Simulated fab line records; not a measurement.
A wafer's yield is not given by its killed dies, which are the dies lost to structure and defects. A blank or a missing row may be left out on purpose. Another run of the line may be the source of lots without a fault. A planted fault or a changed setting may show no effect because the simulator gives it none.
A lot that was struck, set against a sound lot | flow n5Finfet | 37 out of 1938 route steps
Sound: the wafers L183.3, L183.4, L183.6. Wafers L187.1, L187.3, L187.6 were the ones struck. Last of all comes the cause.
Per side, at each step with rows, come the tool, then ch with its chambers, and then its first start. Under that, the readings that differ: sound wafers | struck wafers | difference of the means | sigmas: that difference in standard deviations of wafers without a fault.
alike: readings whose means differ by less than 2 such deviations, and words and numbers that are the same on both sides. not compared: withheld readings, readings that some wafer has no value for, bounds like >300 that may hide the same value, and numbers for which the record gives no deviation and whose values overlap.
The two part at a step that has a row with sigmas, a row that says differs or no value, or rows on one side only. Numbers that have no deviation but don't overlap get no sigmas and don't part them. A reading that every wafer of one side lacks parts them only if that side has two wafers or more.

first, 8 steps without rows for these wafers: N5_BEOL_M1_ANNEAL_51 (time 90 s); N5_BEOL_M1_CMP_52 (polishes, stops on SiOC, t overpolish 6.8 s, target thk 40 nm); N5_BEOL_M1_PRE_CLEAN_60 (time 15 s); N5_BEOL_M1_CO_CAP_55 (material Co, precursor CCTBA/H2, target thk 2 nm, time 102.1 s); N5_BEOL_M1_PRE_CLEAN_56 (time 15 s); N5_BEOL_M1_DEP_57 (deposits SiCN from 3MS/NH3, target thk 8 nm, time 14 s); N5_BEOL_M2_ILD_DEP_00 (deposits SiOC from DEMS/O2, target thk 79 nm, time 15.3 s); N5_BEOL_M2_PECVD_72 (deposits SiO2 from TEOS/O2, target thk 16 nm, time 18 s).
N5_BEOL_M2_HM_DEP_02: deposits TiN, target thk 20 nm.
  sound on pvdSputter-01 at day 7 06:00; struck on pvdSputter-01 at day 8 21:43
reading                                   | sound          | struck         | difference | sigmas
model.TiN_of_BEOL_M2_HM_DEP_02.thkNm (nm) | 19.6 19.8 19.8 | 27.6 27.2 27.8 | +7.8       | 
  alike: substrateTempC, throttleValvePct
then, 16 steps without rows for these wafers: N5_BEOL_M2_COAT_61 (time 60 s, resist thk 60 nm); N5_BEOL_M2_COAT_62 (time 60 s, resist thk 12 nm); N5_BEOL_M2_COAT_73 (time 60 s, resist thk 5 nm); N5_BEOL_M2_COAT_05 (resist thk 30 nm); N5_BEOL_M2_EBR_07; N5_BEOL_M2_SOFTBAKE_06 (time 60 s); N5_BEOL_M2_EXPOSE_08 (exposes mask M2); N5_BEOL_M2_PEB_09 (peb time 60 s); N5_BEOL_M2_DEVELOP_10 (develop time 30 s); N5_BEOL_M2_DESCUM_16 (chemistry O2, time 7 s); N5_BEOL_M2_ETCH_74 (etches underlayer in N2/H2, target depth 6.5 nm, time 5.2 s); N5_BEOL_M2_ETCH_63 (etches SiARC in CF4, target depth 15.6 nm, time 26 s); N5_BEOL_M2_ETCH_64 (etches SOC in N2/H2, target depth 75 nm, overetch 22.5 nm, time 121.9 s); N5_BEOL_M2_STRIP_65 (strips in N2/H2); N5_BEOL_M2_STRIP_75 (strips in N2/H2); N5_BEOL_M2_STRIP_66 (strips in CF4).
N5_BEOL_M2_HM_OPEN_17: chemistry Cl2/BCl3, target TiN, target depth 20 nm, overetch 6 nm.
  sound on rieMetal-02 ch 0,1, day 7 06:48; struck on rieMetal-03 ch 0,1, day 8 22:29
reading                 | sound             | struck            | difference | sigmas
model.etch.depthNm (nm) | 19.61 19.72 19.83 | 25.53 25.56 27.11 | +6.35      | 
  alike: bcl3FlowSccm, drypumpMotorCurrentA, oes_ar_750_au, oesProductAu, throttleValvePct
  not compared: rfHoursCounterH
then, 8 steps without rows for these wafers: N5_BEOL_M2_STRIP_19 (strips in O2); N5_BEOL_M2_COAT_67 (time 60 s, resist thk 60 nm); N5_BEOL_M2_COAT_68 (time 60 s, resist thk 12 nm); N5_BEOL_M2_COAT_76 (time 60 s, resist thk 5 nm); N5_BEOL_M2_COAT_22 (resist thk 30 nm); N5_BEOL_M2_EBR_24; N5_BEOL_M2_SOFTBAKE_23 (time 60 s); N5_BEOL_M2_EXPOSE_25 (exposes mask V1, defocus 5 nm).
N5_BEOL_M2_TRENCH_ETCH_37: etches SiOC in C4F6/O2, target depth 55.555 nm, time 29.2 s.
  sound on rieDiel-03 ch 0,2,3; struck on rieDiel-03 ch 2,3
reading                                   | sound          | struck         | difference | sigmas
model.TiN_of_BEOL_M2_HM_DEP_02.thkNm (nm) | 17.2 17.4 17.4 | 25.2 24.8 25.4 | +7.8       | 
  alike: C4F6_flow_sccm, drypumpMotorCurrentA, oes_ar_750_au, oesProductAu, rfVppV, showerheadPlenumPTorr, throttleValvePct
  not compared: rfHoursCounterH
N5_BEOL_M2_OCD_MEAS_38:
  sound on ocd-02 at day 7 08:12; struck on ocd-02 at day 9 07:08
reading            | sound          | struck         | difference | sigmas
trenchDepthNm (nm) | 55.8 56.3 56.4 | 37.3 44.9 54.1 | -10.7      | -10
-- a jump in the record: the struck wafers' starts before and after are 6 days apart (it breaks off in module BEOL_M2 and resumes in module PASSIVATION, where the first step shown is number 1936 of the route) --
N5_PASSIVATION_PROBE_49:
  rows exist in the record for the struck wafers here (prober-02, day 15 07:06), but not for the sound ones

## WHERE THEY PART
First at N5_BEOL_M2_OCD_MEAS_38; last, within this record, at N5_PASSIVATION_PROBE_49.

WHY: what the simulator had put in
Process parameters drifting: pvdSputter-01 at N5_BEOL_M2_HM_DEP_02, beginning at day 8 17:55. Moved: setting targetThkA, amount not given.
